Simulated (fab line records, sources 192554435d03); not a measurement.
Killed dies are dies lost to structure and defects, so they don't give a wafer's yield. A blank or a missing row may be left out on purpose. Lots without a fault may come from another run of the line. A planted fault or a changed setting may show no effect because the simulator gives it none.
fab line records | flow n5_finfet | part 1 of 2: steps 1 to 3 of 6
record lots=23 wafers=69 last_day=17
route steps=1938 shown GATE_CUT@491 MOL_CONTACT_COAG@527
lots that met no fault: from a run of the same line without faults
start_h: hours from the record's first day to the start of the lot's first wafer shown | wait_h: hours since the lot's step before | " the same as in the row above | L1.1+2: a row that stands for several wafers | - no value, or no start given | * or withheld: withheld | < > ~ a bound
route shown NAME@n: a module of which the file shows steps, and the number in the route of the first | usual: mean/standard deviation of fault-free wafers | same: alike in all rows | chamber/n: place in a boat | sites: the reading at each site | _std_site: their standard deviation | _edge_site: outer sites' mean less inner sites' | radius_mm: how far each site lies from the wafer's centre | mask NAME#n: copy n | behind: the tool/chamber that last shaped the wafer | hold: why the lot was held/for how many hours/how that ended | device: the transistor (n, p or np) that didn't switch | end of line: the same wafers' tests at the end of the route | a step without rows: its recipe alone | killed: dies lost to structure and defects at the first sort, not the wafer's yield | map: a wafer's dies, x killed, . not, _ none there
set.NAME: the setting as run; set.NAME@STEP: as run at that earlier step | model.NAME: the simulator's own value behind a step, which no gauge read
steps of the route over a sample of lots; a table a step, a row a wafer
services: from which hour (start_h, from the record's first day; less than 0 if before it) a tool's chamber was out of use, for how many hours, and why
## steps
# step N5_GATE_CUT_ETCH_28
# recipe chemistry=N2/H2 target=underlayer target_depth_a=130 mask_material=CAR-EUV time_s=10.4 ion_energy_ev=200 pressure_mtorr=30 source_w=840 bias_w=150 n2_flow_sccm=200 h2_flow_sccm=200 ends=cleared
# usual drypump_motor_current_A=5.9/0.59 etch_rf_on_time_s=10.5/0.38 h2_flow_sccm=199.9/0.64 oes_product_au=0.68/0.069 rf_vpp_V=523.6/2.4 showerhead_plenum_p_Torr=2.54/0.086 throttle_valve_pct=17.80/0.24
# columns lot.wafer tool chamber start_h wait_h drypump_motor_current_A etch_rf_on_time_s h2_flow_sccm oes_product_au rf_hours_counter_h rf_vpp_V showerhead_plenum_p_Torr throttle_valve_pct
L075.2 rie_diel-04 3 90.27 0.0 6.7 10.1 199.9 0.71 103 521.8 2.45 17.52
L075.5 " 1 " " 5.0 10.0 200.3 0.82 - 526.9 2.63 17.94
L075.6 " 2 " " 5.7 11.1 199.8 0.64 - 519.9 2.45 17.66
L076.3 rie_diel-04 1 95.75 0.0 5.1 10.0 199.3 0.82 6 526.7 2.63 17.93
L076.4 " 3 " " 6.7 10.1 200.1 0.71 105 521.1 2.45 17.52
L076.6 " 2 " " 5.7 11.1 200.6 0.63 - 522.2 2.45 17.64
L077.2 rie_diel-01 3 104.88 0.0 6.3 10.6 200.4 0.65 156 524.0 2.51 17.32
L077.4 " 1 " " 6.4 10.9 199.4 0.77 18 525.5 2.58 17.82
L077.6 " 1 " " 6.3 10.8 199.1 0.77 - 525.5 2.58 17.80
L074.1 rie_diel-02 1 106.30 0.0 5.4 10.2 200.2 0.66 140 524.9 2.55 17.77
L074.3 " 3 " " 6.0 10.6 199.5 0.62 149 524.0 2.53 18.09
L074.5 " 1 " " 5.4 10.1 200.2 0.67 - 523.2 2.55 17.76
L078.4 rie_diel-01 3 110.70 0.0 6.3 10.7 200.5 0.64 159 523.5 2.51 17.33
L078.5 " 1 " " 6.4 10.8 199.0 0.78 - 526.9 2.58 17.83
L078.6 " 0 " " 5.1 10.0 199.5 0.80 - 522.8 2.49 17.54
L079.1 rie_diel-02 1 113.95 0.0 5.4 10.5 199.9 0.65 145 524.9 2.55 17.76
L079.3 " 0 " " 5.6 10.7 199.8 0.59 228 526.2 2.64 18.32
L079.5 " 0 " " 5.6 10.6 199.7 0.59 - 525.7 2.64 18.31
L080.2 rie_diel-01 3 120.84 0.0 6.3 10.7 198.2 0.64 162 521.7 2.51 17.34
L080.3 " 2 " " 6.8 10.1 199.8 0.69 107 521.6 2.48 17.62
L080.6 " 2 " " 6.8 9.9 200.6 0.69 - 522.0 2.48 17.60
L081.1 rie_diel-01 3 127.59 0.0 6.2 10.9 199.5 0.63 163 523.2 2.51 17.35
L081.4 " 1 " " 6.3 10.9 198.5 0.77 26 525.7 2.58 17.82
L081.5 " 2 " " 6.8 10.2 201.0 0.68 - 523.1 2.48 17.61
L082.2 rie_diel-04 3 138.41 0.0 6.7 10.2 199.2 0.70 119 521.2 2.44 17.55
L082.4 " 2 " " 5.8 11.1 199.9 0.62 - 519.8 2.44 17.69
L082.5 " 1 " " 5.0 10.2 200.6 0.78 - 524.5 2.62 17.95
L083.1 rie_diel-04 1 144.19 0.0 5.0 10.0 201.4 0.78 22 524.8 2.62 17.96
L083.3 " 2 " " 5.7 10.8 200.1 0.62 157 521.7 2.44 17.69
L083.4 " 2 " " 5.7 10.9 199.5 0.63 - 520.2 2.44 17.68
L084.1 rie_diel-02 3 148.79 0.0 6.0 10.5 200.0 0.61 166 524.5 2.52 18.13
L084.2 " 2 " " 6.2 10.0 199.9 0.80 7 528.8 2.70 17.54
L084.4 " 1 " " 5.4 10.0 201.0 0.66 156 525.1 2.55 17.78
L085.2 rie_diel-04 2 154.70 0.0 5.7 10.8 200.2 0.62 160 520.2 2.44 17.69
L085.3 " 3 " " 6.6 10.0 200.7 0.70 125 522.0 2.44 17.57
L085.6 " 2 " " 5.7 10.9 199.9 0.63 - 519.2 2.44 17.70
L086.2 rie_diel-04 2 163.24 0.0 5.7 10.9 199.4 0.61 163 520.0 2.44 17.70
L086.4 " 3 " " 6.7 10.1 200.2 0.69 127 520.9 2.44 17.57
L086.5 " 1 " " 5.0 10.2 199.4 0.76 - 525.4 2.62 17.96
L087.1 rie_diel-04 1 167.86 0.0 5.0 10.0 199.8 0.76 29 524.0 2.62 17.97
L087.5 " 3 " " 6.7 10.1 199.1 0.69 - 522.2 2.44 17.56
L087.6 " 2 " " 5.7 10.7 199.5 0.62 - 520.7 2.44 17.71
L088.4 rie_diel-04 2 171.22 0.0 5.7 10.9 200.1 0.62 165 521.1 2.44 17.70
L088.5 " 0 " " 6.1 10.9 201.6 0.61 - 527.7 2.65 18.09
L088.6 " 1 " " 5.0 10.1 199.8 0.75 - 525.1 2.62 17.97
L089.2 rie_diel-04 2 175.09 0.0 5.7 10.9 200.7 0.62 167 521.3 2.44 17.68
L089.5 " 2 " " 5.7 10.9 199.8 0.62 - 520.5 2.44 17.71
L089.6 " 1 " " 5.0 10.1 199.8 0.76 - 525.0 2.62 17.96
L091.2 rie_diel-04 3 188.85 0.0 6.7 10.0 200.9 0.69 135 520.4 2.44 17.59
L091.5 " 1 " " 5.0 10.2 200.7 0.75 - 526.7 2.61 17.98
L091.6 " 0 " " 6.1 10.8 200.7 0.62 - 527.7 2.65 18.09
L092.2 rie_diel-04 2 191.72 0.0 5.7 10.8 199.5 0.62 172 519.9 2.44 17.71
L092.4 " 3 " " 6.7 10.1 200.9 0.68 135 519.4 2.44 17.57
L092.5 " 2 " " 5.7 10.8 200.2 0.62 - 519.8 2.44 17.72
L093.2 rie_diel-01 3 198.85 0.0 6.3 10.8 200.3 0.61 185 523.9 2.50 17.38
L093.3 " 2 " " 6.8 10.0 199.9 0.67 131 520.4 2.47 17.65
L093.6 " 0 " " 5.1 9.9 201.3 0.75 - 520.8 2.48 17.59
L094.2 rie_diel-04 0 204.23 0.0 6.1 10.8 200.1 0.62 181 527.7 2.65 18.10
L094.3 " 2 " " 5.7 10.9 199.7 0.61 175 520.9 2.43 17.72
L094.5 " 0 " " 6.1 10.8 199.5 0.61 - 527.1 2.65 18.09
L095.2 rie_diel-02 3 211.53 0.0 6.0 10.6 200.7 0.60 187 523.6 2.51 18.15
L095.4 " 2 " " 6.2 10.1 199.0 0.75 28 529.1 2.69 17.57
L095.5 " 3 " " 6.0 10.7 200.3 0.60 - 524.4 2.51 18.17
L096.1 rie_diel-04 3 215.34 0.0 6.7 10.0 200.0 0.68 142 522.1 2.43 17.57
L096.4 " 1 " " 5.0 10.0 200.6 0.75 44 524.4 2.61 17.99
L096.6 " 1 " " 5.0 10.1 200.3 0.74 - 525.3 2.61 17.99
L097.3 rie_diel-04 1 222.06 0.0 5.0 10.2 200.0 0.74 46 525.6 2.61 17.98
L097.4 " 2 " " 5.7 11.0 199.8 0.60 181 521.3 2.43 17.72
L097.6 " 3 " " 6.6 10.2 199.6 0.68 - 521.7 2.43 17.60
# step N5_GATE_CUT_STRIP_41
# recipe chemistry=CF4 resist=SiARC power_w=300 bias_power_w=75 pressure_mtorr=50 cf4_flow_sccm=150 rf_frequency_hz=6e+07
# usual bias_power_w=75.01/0.22 drypump_motor_current_A=5.9/0.58 oes_product_au=0.185/0.017 rf_vpp_V=271.0/1.5 showerhead_plenum_p_Torr=1.79/0.046 throttle_valve_pct=13.51/0.19
# columns lot.wafer tool chamber start_h wait_h bias_power_w drypump_motor_current_A oes_product_au rf_hours_counter_h rf_vpp_V showerhead_plenum_p_Torr throttle_valve_pct
L075.2 rie_diel-04 3 90.46 0.0 74.77 6.6 0.191 103 270.6 1.76 13.41
L075.5 " 1 " " 75.29 5.0 0.214 - 271.3 1.83 13.33
L075.6 " 2 " " 75.05 5.7 0.174 - 271.4 1.74 13.47
L076.3 rie_diel-04 1 95.94 0.0 74.62 5.0 0.217 6 272.7 1.82 13.32
L076.4 " 3 " " 75.08 6.6 0.191 105 271.0 1.76 13.41
L076.6 " 2 " " 75.02 5.7 0.177 - 268.9 1.74 13.46
L077.2 rie_diel-01 3 105.07 0.0 74.87 6.3 0.181 156 271.0 1.79 13.32
L077.4 " 1 " " 75.05 6.4 0.212 18 272.7 1.82 13.45
L077.6 " 1 " " 74.73 6.4 0.212 - 270.4 1.82 13.44
L074.1 rie_diel-02 1 106.49 0.0 74.78 5.3 0.178 141 272.3 1.80 13.54
L074.3 " 3 " " 75.20 6.0 0.171 149 270.5 1.81 13.92
L074.5 " 1 " " 74.93 5.4 0.177 - 271.7 1.80 13.55
L078.4 rie_diel-01 3 110.89 0.0 74.81 6.3 0.177 159 270.3 1.78 13.35
L078.5 " 1 " " 75.38 6.3 0.213 - 272.5 1.81 13.46
L078.6 " 0 " " 75.03 5.1 0.214 - 269.6 1.76 13.18
L079.1 rie_diel-02 1 114.14 0.0 74.96 5.4 0.175 145 270.7 1.80 13.55
L079.3 " 0 " " 74.67 5.5 0.153 228 273.5 1.81 13.79
L079.5 " 0 " " 75.19 5.6 0.159 - 271.5 1.81 13.80
L080.2 rie_diel-01 3 121.03 0.0 74.68 6.3 0.174 162 270.5 1.78 13.34
L080.3 " 2 " " 74.73 6.8 0.180 107 269.4 1.76 13.30
L080.6 " 2 " " 74.90 6.8 0.183 - 269.0 1.76 13.30
L081.1 rie_diel-01 3 127.78 0.0 75.27 6.3 0.177 163 270.2 1.78 13.35
L081.4 " 1 " " 74.74 6.3 0.205 26 271.2 1.81 13.44
L081.5 " 2 " " 75.08 6.8 0.183 - 268.9 1.76 13.30
L082.2 rie_diel-04 3 138.60 0.0 74.98 6.6 0.184 119 271.3 1.76 13.44
L082.4 " 2 " " 75.01 5.7 0.169 - 271.0 1.74 13.51
L082.5 " 1 " " 75.29 5.1 0.208 - 272.8 1.82 13.34
L083.1 rie_diel-04 1 144.38 0.0 75.04 5.0 0.201 22 272.4 1.82 13.38
L083.3 " 2 " " 74.87 5.7 0.177 157 270.5 1.74 13.50
L083.4 " 2 " " 74.97 5.7 0.172 - 268.8 1.74 13.51
L084.1 rie_diel-02 3 148.98 0.0 75.03 6.0 0.169 166 270.0 1.81 13.98
L084.2 " 2 " " 74.84 6.2 0.210 7 274.3 1.92 13.31
L084.4 " 1 " " 74.85 5.4 0.178 157 271.8 1.79 13.57
L085.2 rie_diel-04 2 154.89 0.0 74.89 5.7 0.173 160 270.2 1.73 13.51
L085.3 " 3 " " 74.79 6.7 0.174 125 269.7 1.76 13.46
L085.6 " 2 " " 74.75 5.7 0.174 - 269.2 1.73 13.52
L086.2 rie_diel-04 2 163.43 0.0 75.01 5.7 0.170 163 268.6 1.73 13.52
L086.4 " 3 " " 75.23 6.6 0.188 127 269.2 1.75 13.47
L086.5 " 1 " " 75.48 5.0 0.204 - 273.2 1.82 13.38
L087.1 rie_diel-04 1 168.05 0.0 75.25 5.0 0.208 29 272.1 1.82 13.38
L087.5 " 3 " " 75.05 6.6 0.181 - 270.3 1.75 13.45
L087.6 " 2 " " 75.07 5.7 0.173 - 272.1 1.73 13.52
L088.4 rie_diel-04 2 171.41 0.0 75.36 5.7 0.178 165 270.0 1.73 13.54
L088.5 " 0 " " 74.69 6.1 0.176 - 273.3 1.86 13.67
L088.6 " 1 " " 74.71 5.0 0.197 - 272.0 1.82 13.38
L089.2 rie_diel-04 2 175.28 0.0 74.99 5.7 0.179 167 269.3 1.73 13.54
L089.5 " 2 " " 74.42 5.7 0.165 - 268.9 1.73 13.53
L089.6 " 1 " " 74.76 5.0 0.202 - 270.2 1.82 13.38
L091.2 rie_diel-04 3 189.04 0.0 74.88 6.6 0.188 135 270.5 1.75 13.48
L091.5 " 1 " " 75.18 5.0 0.204 - 272.3 1.82 13.39
L091.6 " 0 " " 74.89 6.1 0.174 - 272.4 1.86 13.69
L092.2 rie_diel-04 2 191.91 0.0 74.74 5.6 0.174 172 268.7 1.73 13.53
L092.4 " 3 " " 75.58 6.7 0.184 135 271.1 1.75 13.49
L092.5 " 2 " " 75.46 5.7 0.174 - 270.1 1.73 13.55
L093.2 rie_diel-01 3 199.04 0.0 75.12 6.3 0.168 185 271.1 1.78 13.39
L093.3 " 2 " " 74.86 6.8 0.170 131 270.6 1.75 13.36
L093.6 " 0 " " 75.38 5.1 0.198 - 270.7 1.76 13.21
L094.2 rie_diel-04 0 204.42 0.0 75.05 6.0 0.161 181 272.6 1.86 13.70
L094.3 " 2 " " 75.58 5.7 0.165 175 269.7 1.73 13.56
L094.5 " 0 " " 75.10 6.1 0.171 - 271.8 1.86 13.70
L095.2 rie_diel-02 3 211.72 0.0 75.30 6.0 0.166 188 271.3 1.80 14.00
L095.4 " 2 " " 75.18 6.2 0.210 28 273.5 1.91 13.38
L095.5 " 3 " " 75.19 6.0 0.161 - 269.1 1.80 14.02
L096.1 rie_diel-04 3 215.53 0.0 75.00 6.6 0.188 142 270.5 1.75 13.49
L096.4 " 1 " " 74.88 5.0 0.200 44 273.5 1.81 13.41
L096.6 " 1 " " 74.72 5.1 0.199 - 271.6 1.81 13.41
L097.3 rie_diel-04 1 222.25 0.0 74.92 5.0 0.202 46 272.5 1.81 13.42
L097.4 " 2 " " 75.10 5.7 0.165 181 270.0 1.73 13.57
L097.6 " 3 " " 75.35 6.6 0.182 - 268.6 1.75 13.51
# step N5_MOL_CONTACT_COAG_OVL_MEAS_09
# recipe points_per_wafer=522
# usual CA_OVL=-0.4/0.83
# same points_per_wafer=522
# columns lot.wafer tool chamber start_h wait_h CA_OVL[nm]
L075.2 overlay-02 0 94.05 0.0 -0.8
L075.5 " 0 " " -1.0
L075.6 " 0 " " -0.6
L076.3 overlay-02 0 99.69 0.0 -0.5
L076.4 " 0 " " 0.1
L076.6 " 0 " " 0.6
L077.2 overlay-02 0 110.40 0.0 -1.5
L077.4 " 0 " " -0.1
L077.6 " 0 " " -0.8
L074.1 overlay-01 0 111.73 0.0 -1.1
L074.3 " 0 " " -0.3
L074.5 " 0 " " -1.0
L078.4 overlay-01 0 114.57 0.0 0.2
L078.5 " 0 " " -0.7
L078.6 " 0 " " -0.3
L079.1 overlay-01 0 117.75 0.0 -0.9
L079.3 " 0 " " -1.9
L079.5 " 0 " " -1.0
L080.2 overlay-02 0 124.95 0.0 -1.4
L080.3 " 0 " " 1.1
L080.6 " 0 " " -1.0
L081.1 overlay-02 0 131.44 0.0 -0.4
L081.4 " 0 " " 0.9
L081.5 " 0 " " -0.5
L082.2 overlay-01 0 142.36 0.0 0.1
L082.4 " 0 " " 0.7
L082.5 " 0 " " 0.8
L083.1 overlay-01 0 147.84 0.0 -0.1
L083.3 " 0 " " -0.1
L083.4 " 0 " " -0.7
L084.1 overlay-02 0 152.45 0.0 -0.5
L084.2 " 0 " " -0.8
L084.4 " 0 " " -0.1
L085.2 overlay-01 0 158.48 0.0 -0.3
L085.3 " 0 " " -1.7
L085.6 " 0 " " -1.2
L086.2 overlay-01 0 167.02 0.0 -1.7
L086.4 " 0 " " -0.8
L086.5 " 0 " " -0.4
L087.1 overlay-02 0 172.10 0.0 0.3
L087.5 " 0 " " -0.2
L087.6 " 0 " " -0.2
L088.4 overlay-02 0 175.81 0.0 -1.2
L088.5 " 0 " " -0.5
L088.6 " 0 " " -0.6
L089.2 overlay-02 0 178.88 0.0 -1.5
L089.5 " 0 " " -0.9
L089.6 " 0 " " -1.9
L091.2 overlay-01 0 192.55 0.0 0.3
L091.5 " 0 " " -2.1
L091.6 " 0 " " 0.3
L092.2 overlay-01 0 195.38 0.0 -0.3
L092.4 " 0 " " 0.6
L092.5 " 0 " " -0.9
L093.2 overlay-02 0 202.52 0.0 0.9
L093.3 " 0 " " -0.9
L093.6 " 0 " " 0.7
L094.2 overlay-01 0 208.06 0.0 0.1
L094.3 " 0 " " 0.3
L094.5 " 0 " " -0.4
L095.2 overlay-01 0 215.19 0.0 -0.5
L095.4 " 0 " " -0.7
L095.5 " 0 " " -1.5
L096.1 overlay-01 0 219.25 0.0 1.2
L096.4 " 0 " " -1.1
L096.6 " 0 " " -0.4
L097.3 overlay-01 0 225.86 0.0 -0.7
L097.4 " 0 " " -0.9
L097.6 " 0 " " -0.3
